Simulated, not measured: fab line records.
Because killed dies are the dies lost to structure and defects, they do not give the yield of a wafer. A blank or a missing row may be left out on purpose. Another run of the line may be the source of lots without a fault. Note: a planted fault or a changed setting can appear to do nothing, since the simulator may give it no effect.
What tool caused it? | flow nand harc | 33 wafers from 11 lots sampled at 6 of the route's 1302 steps

WHAT THE GAUGES READ, wafer by wafer
NHARC_P_GATE_INSPECT_68. Usual: raw defect count at 188, with a standard deviation of 70.
lot  | measured     | on                | raw defect count | flag
L569 | day 6 05:17  | defect inspect-02 | 176 244 105      |
L570 | day 6 19:21  | defect inspect-02 | 183 250 108      |
L575 | day 8 12:05  | defect inspect-02 | 276 293 158      |
L579 | day 10 10:17 | defect inspect-01 | 924 725 732      | OFF
L580 | day 10 21:05 | defect inspect-02 | 735 720 656      | OFF
L581 | day 11 00:44 | defect inspect-01 | 325 287 220      |
L582 | day 11 23:44 | defect inspect-02 | 176 187 226      |
L584 | day 12 17:29 | defect inspect-01 | 229 110 271      |
L585 | day 13 01:07 | defect inspect-02 | 132 152 161      |
L586 | day 13 03:02 | defect inspect-02 | 116 86 96        |
L591 | day 15 15:11 | defect inspect-01 | 140 151 117      |

NHARC_P_CONTACT_OVL_MEAS_13. Usual: overlay x nm -0.2 nm, standard deviation 0.66; overlay y nm 0.2 nm, standard deviation 1.
lot  | measured     | on         | overlay x nm (nm) | overlay y nm (nm) | flag
L569 | day 6 06:51  | overlay-02 | 0.4 0.2 -0.1      | -0.2 0.0 -0.3     |
L570 | day 6 21:02  | overlay-02 | -0.4 -0.5 -0.6    | 0.7 0.0 0.6       |
L575 | day 8 13:47  | overlay-02 | -0.3 -0.2 -0.1    | -1.6 -1.9 -1.9    |
L579 | day 10 11:59 | overlay-02 | -0.5 -1.3 -0.9    | 1.0 0.6 0.8       |
L580 | day 10 22:47 | overlay-01 | 1.3 0.9 1.0       | -0.4 -0.1 -0.4    |
L581 | day 11 02:19 | overlay-02 | -0.1 -0.3 0.0     | 0.2 0.9 0.3       |
L582 | day 12 01:26 | overlay-02 | -0.5 -0.5 -0.3    | 1.2 1.9 1.1       |
L584 | day 12 19:14 | overlay-01 | 0.2 0.2 0.6       | -0.4 -0.2 -0.2    |
L585 | day 13 02:49 | overlay-01 | 0.3 -0.1 0.0      | 0.2 -0.1 -0.2     |
L586 | day 13 04:46 | overlay-02 | 1.2 1.0 1.2       | 1.9 1.0 1.6       |
L591 | day 15 16:46 | overlay-02 | -0.8 -0.5 -0.4    | 0.0 -0.1 0.2      |

NHARC_END_SORT_01. Usual: killed at array 53, standard deviation 18; killed at other 1.0, standard deviation 1.2; killed at periphery 3.6, standard deviation 2.4; killed dies 58, standard deviation 18; killed open 3.4, standard deviation 1.8; killed short 2.3, standard deviation 1.5.
lot  | measured     | on        | killed at array | killed at other | killed at periphery | killed dies | killed open | killed short | flag
L579 | day 29 03:59 | prober-02 | 65 60 68        | 0 0 0           | 46 85 91            | 111 145 159 | 2 3 6       | 1 2 2        | OFF
L580 | day 29 12:07 | prober-01 | 29 41 40        | 0 0 0           | 73 95 85            | 102 136 125 | 3 1 2       | 3 4 1        | OFF

EACH LOT AND THE TOOL THAT RAN IT (in order: tool; ch and the chambers of the sampled wafers; start)
lot  | NHARC_P_GATE_ETCH_104              | NHARC_P_GATE_DESCUM_61             | NHARC_P_GATE_DESCUM_93
L569 | rie diel-10 ch 2,3, day 5 11:16    | rie diel-10 ch 1,2,3, day 6 00:47  | rie diel-03 ch 1,2,3, day 6 02:20
L570 | rie diel-01 ch 0,1, day 6 01:17    | rie diel-10 ch 0,2, day 6 14:45    | rie diel-10 ch 2,3, day 6 16:26
L575 | rie diel-10 ch 1,2,3, day 7 17:44  | rie diel-03 ch 0,2,3, day 8 07:31  | rie diel-10 ch 1,2, day 8 09:08
L579 | rie diel-10 ch 0,1,3, day 9 15:57  | rie diel-03 ch 1,3, day 10 05:39   | rie diel-03 ch 0,2,3, day 10 07:23
L580 | rie diel-10 ch 0,2,3, day 10 01:58 | rie diel-10 ch 0,3, day 10 15:50   | rie diel-03 ch 0,1, day 10 17:34
L581 | rie diel-01 ch 1,2,3, day 10 05:47 | rie diel-10 ch 0,1,3, day 10 19:23 | rie diel-10 ch 0,2,3, day 10 21:06
L582 | rie diel-03 ch 0,1,3, day 11 05:34 | rie diel-10 ch 2,3, day 11 19:04   | rie diel-10 ch 0,3, day 11 20:40
L584 | rie diel-03 ch 0,1,2, day 11 21:28 | rie diel-03 ch 0,1,2, day 12 13:00 | rie diel-10 ch 0,1,3, day 12 14:35
L585 | rie diel-01 ch 1,2, day 12 06:52   | rie diel-10 ch 0,1,3, day 12 20:29 | rie diel-10 ch 1,2,3, day 12 22:13
L586 | rie diel-01 ch 0,3, day 12 09:02   | rie diel-10 ch 0,2,3, day 12 22:24 | rie diel-10 ch 0,1,3, day 13 00:07
L591 | rie diel-10 ch 0,1,2, day 14 20:56 | rie diel-01 ch 1,2, day 15 10:26   | rie diel-03 ch 0,2, day 15 12:18
- NHARC_P_GATE_ETCH_104: etches the open film in CF4/CHF3, target depth 60 nm.
- NHARC_P_GATE_DESCUM_61: chemistry O2, time 3 s.
- NHARC_P_GATE_DESCUM_93: chemistry O2, time 3 s.

WHAT THE TOOLS THEMSELVES READ (means of the sampled wafers that have a number; where no wafer has one, the mark that the record gives instead)
NHARC_P_GATE_ETCH_104. Usual: drypump motor current A 5.6 A, standard deviation 0.4; oes product au 0.943 a.u., standard deviation 0.023; rf vpp V 370.8 V, standard deviation 2; showerhead plenum p Torr 1.58 Torr, standard deviation 0.054; throttle valve pct 16.801 %, standard deviation 0.0098.
lot  | tool        | drypump motor current A (A) | oes product au (a.u.) | rf vpp V (V) | showerhead plenum p Torr (Torr) | throttle valve pct (%) | flag
L569 | rie diel-10 | 5.7                         | 0.926                 | 370.8        | 1.57                            | 16.802                 |
L570 | rie diel-01 | 5.3                         | 0.970                 | 371.4        | 1.59                            | 16.810                 |
L575 | rie diel-10 | 5.6                         | 0.968                 | 369.9        | 1.57                            | 16.801                 |
L579 | rie diel-10 | 5.7                         | 0.968                 | 371.1        | 1.60                            | 16.799                 |
L580 | rie diel-10 | 5.8                         | 0.924                 | 371.7        | 1.61                            | 16.804                 |
L581 | rie diel-01 | 5.5                         | 0.959                 | 370.5        | 1.56                            | 16.797                 |
L582 | rie diel-03 | 5.9                         | 0.909                 | 371.4        | 1.58                            | 16.807                 |
L584 | rie diel-03 | 5.5                         | 0.922                 | 372.0        | 1.62                            | 16.805                 |
L585 | rie diel-01 | 5.7                         | 0.916                 | 370.7        | 1.59                            | 16.797                 |
L586 | rie diel-01 | 5.0                         | 0.966                 | 368.9        | 1.53                            | 16.798                 |
L591 | rie diel-10 | 5.8                         | 0.927                 | 371.7        | 1.62                            | 16.803                 |

NHARC_P_GATE_DESCUM_61. Usual: drypump motor current A 5.6 A, standard deviation 0.4; oes product au 0.999 a.u., standard deviation 0.0096; rf vpp V 57.7 V, standard deviation 0.89; showerhead plenum p Torr 1.92 Torr, standard deviation 0.07; throttle valve pct 11.311 %, standard deviation 0.0091.
lot  | tool        | drypump motor current A (A) | oes product au (a.u.) | rf vpp V (V) | showerhead plenum p Torr (Torr) | throttle valve pct (%) | flag
L569 | rie diel-10 | 5.6                         | 1.001                 | 57.2         | 1.91                            | 11.303                 |
L570 | rie diel-10 | 5.9                         | 1.001                 | 58.5         | 1.98                            | 11.302                 |
L575 | rie diel-03 | 5.5                         | 1.000                 | 57.9         | 1.92                            | 11.307                 |
L579 | rie diel-03 | 6.1                         | 0.992                 | 57.1         | 1.91                            | 11.316                 |
L580 | rie diel-10 | 5.7                         | 1.001                 | 57.9         | 1.93                            | 11.303                 |
L581 | rie diel-10 | 5.7                         | 1.002                 | 57.4         | 1.94                            | 11.311                 |
L582 | rie diel-10 | 5.7                         | 1.014                 | 57.0         | 1.89                            | 11.314                 |
L584 | rie diel-03 | 5.5                         | 0.991                 | 58.4         | 1.97                            | 11.311                 |
L585 | rie diel-10 | 5.7                         | 1.002                 | 58.2         | 1.94                            | 11.315                 |
L586 | rie diel-10 | 5.8                         | 1.000                 | 57.2         | 1.96                            | 11.315                 |
L591 | rie diel-01 | 5.8                         | 0.994                 | 58.0         | 1.90                            | 11.301                 |

NHARC_P_GATE_DESCUM_93. Usual: drypump motor current A 5.6 A, standard deviation 0.39; oes product au 0.999 a.u., standard deviation 0.011; rf vpp V 57.7 V, standard deviation 0.9; showerhead plenum p Torr 1.92 Torr, standard deviation 0.073; throttle valve pct 11.312 %, standard deviation 0.0091.
lot  | tool        | drypump motor current A (A) | oes product au (a.u.) | rf vpp V (V) | showerhead plenum p Torr (Torr) | throttle valve pct (%) | flag
L569 | rie diel-03 | 5.7                         | 0.995                 | 57.9         | 1.92                            | 11.307                 |
L570 | rie diel-10 | 5.6                         | 1.008                 | 57.2         | 1.89                            | 11.309                 |
L575 | rie diel-10 | 5.7                         | 1.004                 | 57.9         | 1.93                            | 11.310                 |
L579 | rie diel-03 | 5.5                         | 0.995                 | 57.5         | 1.92                            | 11.311                 |
L580 | rie diel-03 | 5.9                         | 0.976                 | 57.9         | 1.97                            | 11.311                 |
L581 | rie diel-10 | 5.8                         | 1.000                 | 58.0         | 1.96                            | 11.307                 |
L582 | rie diel-10 | 5.9                         | 1.008                 | 57.9         | 2.00                            | 11.320                 |
L584 | rie diel-10 | 5.7                         | 1.006                 | 58.3         | 1.94                            | 11.312                 |
L585 | rie diel-10 | 5.6                         | 1.004                 | 57.8         | 1.90                            | 11.312                 |
L586 | rie diel-10 | 5.7                         | 0.997                 | 57.7         | 1.94                            | 11.313                 |
L591 | rie diel-03 | 5.1                         | 0.992                 | 58.3         | 1.97                            | 11.318                 |

THE ANSWER, worked out from the rows above alone
Rule: a lot counts as off when the mean over its wafers that have a number is more than 3 standard deviations away from the usual mean. A lot without any number at a reading at which 4 lots or more have one is off too. Where the step has rows for the other lots, those lots are counted as sound. Order of review: gauges by route order, followed by the tools' own readings, for which a lot's mean as printed above is used. At the first step where some lot is off, the reading lying furthest off is the one used; lots without a number count as furthest.
Off: L579, L580, at NHARC_P_GATE_INSPECT_68 (raw defect count).
If a tool, at a process step before that reading, ran all the lots that are off and no sound lot after the first of them, it fits. Not tried: the gauges at NHARC_P_GATE_INSPECT_68; whatever is off there is also off at NHARC_END_SORT_01, on other tools, and gauge error can't account for it. None of those tried fits.

WHAT WAS PUT IN BY THE SIMULATOR
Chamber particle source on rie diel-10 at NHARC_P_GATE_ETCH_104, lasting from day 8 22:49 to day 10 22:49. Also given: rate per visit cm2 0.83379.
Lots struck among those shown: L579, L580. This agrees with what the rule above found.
